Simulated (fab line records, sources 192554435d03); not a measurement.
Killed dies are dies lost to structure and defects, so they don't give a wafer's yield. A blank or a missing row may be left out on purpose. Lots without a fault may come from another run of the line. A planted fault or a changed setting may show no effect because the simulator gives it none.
Split-lot experiment | flow n5_finfet | 7 lots, 39 wafers read, on a route of 1938 steps

THE SPLIT
At N5_SDB_ALD_29 (deposits SiNx, target thk 30 nm, pulse time 1 s, ald cycles 600), the setting ald_cycles was moved away from the recipe's 600 on 15 of the 39 wafers read, by -58.0% to +57.3%. The other wafers ran this setting at the recipe's value.

The reading is taken at the split's own step.

THE READING
SiNx_of_SDB_ALD_29.thk_nm (the simulator's own value, which no gauge read), in nm, at N5_SDB_ALD_29 (deposits SiNx, target thk 30 nm, pulse time 1 s, ald cycles 600). The file gives no usual value for it. The 24 wafers here that ran the recipe average 30.0 nm, standard deviation 0.13 nm.

wafer  | tool, chamber at the split | ald_cycles as run | against the recipe | SiNx_of_SDB_ALD_29.thk_nm, nm | against lot-mates on the recipe
L075.1 | ald_sin-02, 2,1            | 600               | recipe             | 30                            | -
L075.6 | ald_sin-02, 2,1            | 600               | recipe             | 30                            | -
L075.2 | ald_sin-02, 0,3,1          | 944               | +57.3%             | 47.4                          | +17.3
L075.3 | ald_sin-02, 0,3,1          | 944               | +57.3%             | 47.4                          | +17.3
L075.4 | ald_sin-02, 0,3,1          | 944               | +57.3%             | 47.4                          | +17.3
L075.5 | ald_sin-02, 2              | 600               | recipe             | 30.2                          | -
L076.1 | ald_sin-01, 3              | 600               | recipe             | 30                            | -
L076.2 | ald_sin-01, 1,2            | 600               | recipe             | 30.2                          | -
L076.6 | ald_sin-01, 1,2            | 600               | recipe             | 30.2                          | -
L078.1 | ald_sin-03, 2,3,3          | 600               | recipe             | 30.2                          | -
L078.3 | ald_sin-03, 2,3,3          | 600               | recipe             | 30.2                          | -
L078.5 | ald_sin-03, 2,3,3          | 600               | recipe             | 30.2                          | -
L078.2 | ald_sin-03, 1,0            | 338               | -43.7%             | 17.2                          | -13.0
L078.4 | ald_sin-03, 1,0            | 338               | -43.7%             | 17.2                          | -13.0
L078.6 | ald_sin-03, 0              | 338               | -43.7%             | 17                            | -13.2
L079.1 | ald_sin-01, 0,2,2          | 600               | recipe             | 30                            | -
L079.3 | ald_sin-01, 0,2,2          | 600               | recipe             | 30                            | -
L079.5 | ald_sin-01, 0,2,2          | 600               | recipe             | 30                            | -
L079.2 | ald_sin-01, 1,3,1          | 600               | recipe             | 29.8                          | -
L079.4 | ald_sin-01, 1,3,1          | 600               | recipe             | 29.8                          | -
L079.6 | ald_sin-01, 1,3,1          | 600               | recipe             | 29.8                          | -
L088.1 | ald_sin-01, 2,1,0          | 600               | recipe             | 30                            | -
L088.2 | ald_sin-01, 2,1,0          | 600               | recipe             | 30                            | -
L088.5 | ald_sin-01, 2,1,0          | 600               | recipe             | 30                            | -
L088.3 | ald_sin-01, 3              | 352               | -41.3%             | 17.6                          | -12.4
L088.6 | ald_sin-01, 3              | 352               | -41.3%             | 17.6                          | -12.4
L088.4 | ald_sin-01, 0              | 352               | -41.3%             | 17.8                          | -12.2
L089.1 | ald_sin-01, 2              | 600               | recipe             | 30.2                          | -
L089.2 | ald_sin-01, 0,1            | 600               | recipe             | 30                            | -
L089.4 | ald_sin-01, 0,1            | 600               | recipe             | 30                            | -
L089.3 | ald_sin-01, 3,0            | 372               | -38.0%             | 18.8                          | -11.3
L089.5 | ald_sin-01, 3,0            | 372               | -38.0%             | 18.8                          | -11.3
L089.6 | ald_sin-01, 1              | 372               | -38.0%             | 18.6                          | -11.5
L093.1 | ald_sin-02, 3              | 252               | -58.0%             | 12.4                          | -17.7
L093.2 | ald_sin-02, 1,2            | 252               | -58.0%             | 12.6                          | -17.5
L093.3 | ald_sin-02, 1,2            | 252               | -58.0%             | 12.6                          | -17.5
L093.4 | ald_sin-02, 0              | 600               | recipe             | 30.2                          | -
L093.5 | ald_sin-02, 2,1            | 600               | recipe             | 30                            | -
L093.6 | ald_sin-02, 2,1            | 600               | recipe             | 30                            | -
Where a row lists several chambers, the file gives one row for several wafers and doesn't say which wafer went through which chamber.

THE FIT
A straight line over all 39 wafers: SiNx_of_SDB_ALD_29.thk_nm changes by +0.301 nm for each +1% of ald_cycles; r = +1.00; the points scatter about the line by 0.14 nm.
The same after taking each lot's own level away (the mean of its wafers on the recipe; 39 wafers): +0.301 nm for each +1%; r = +1.00; scatter 0.1 nm.
On that fit, the largest move of ald_cycles shifts the reading by 17 nm.
The lots' own levels span 29.90 to 30.20 nm, that is 2.3 times the standard deviation above.
So the lot-to-lot level changes the slope little: the two slopes agree.
Check: with one of the wafers moved furthest among these (-58.0%) left out of the fit, the line predicts -17.4 nm for it against its lot-mates. It came out at -17.7 nm against them.

OTHER SPLITS ON THESE WAFERS
These wafers also went through other splits before the reading. Each is held against what the fit with the lots' levels taken away leaves over:
other split on the same wafers          | wafers away from the commonest value | r with SiNx_of_SDB_ALD_29.thk_nm (lot level and that fit taken away)
N5_ZERO_LAYER_DEVELOP_10 develop_time_s | 15                                   | +0.18
N5_DUMMY_GATE_HM_DEP_06 time_s          | 33                                   | -0.06

THE WHOLE CHAIN: every reading that the file lists as answering this split, in the file's order
step          | what it does                                                      | reading                                                                    | change (the file's fit)                                                              | r (the file's)
N5_SDB_ALD_29 | deposits SiNx, target thk 30 nm, pulse time 1 s, ald cycles 600   | SiNx_of_SDB_ALD_29.thk_nm (the simulator's own value, which no gauge read) | +0.301 nm for each +1% of the setting                                                | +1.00
N5_SDB_CMP_30 | polishes, stops on poly-Si, t overpolish 1.54 s, target thk 30 nm | SiNx_of_SDB_ALD_29.thk_nm (the simulator's own value, which no gauge read) | not straight: 12.53 at the lowest setting, 30.04 at the recipe, 28.67 at the highest | not given

THE FILE'S OWN FIT
SiNx_of_SDB_ALD_29.thk_nm changes by +0.301 nm for each +1% of ald_cycles, r = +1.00.
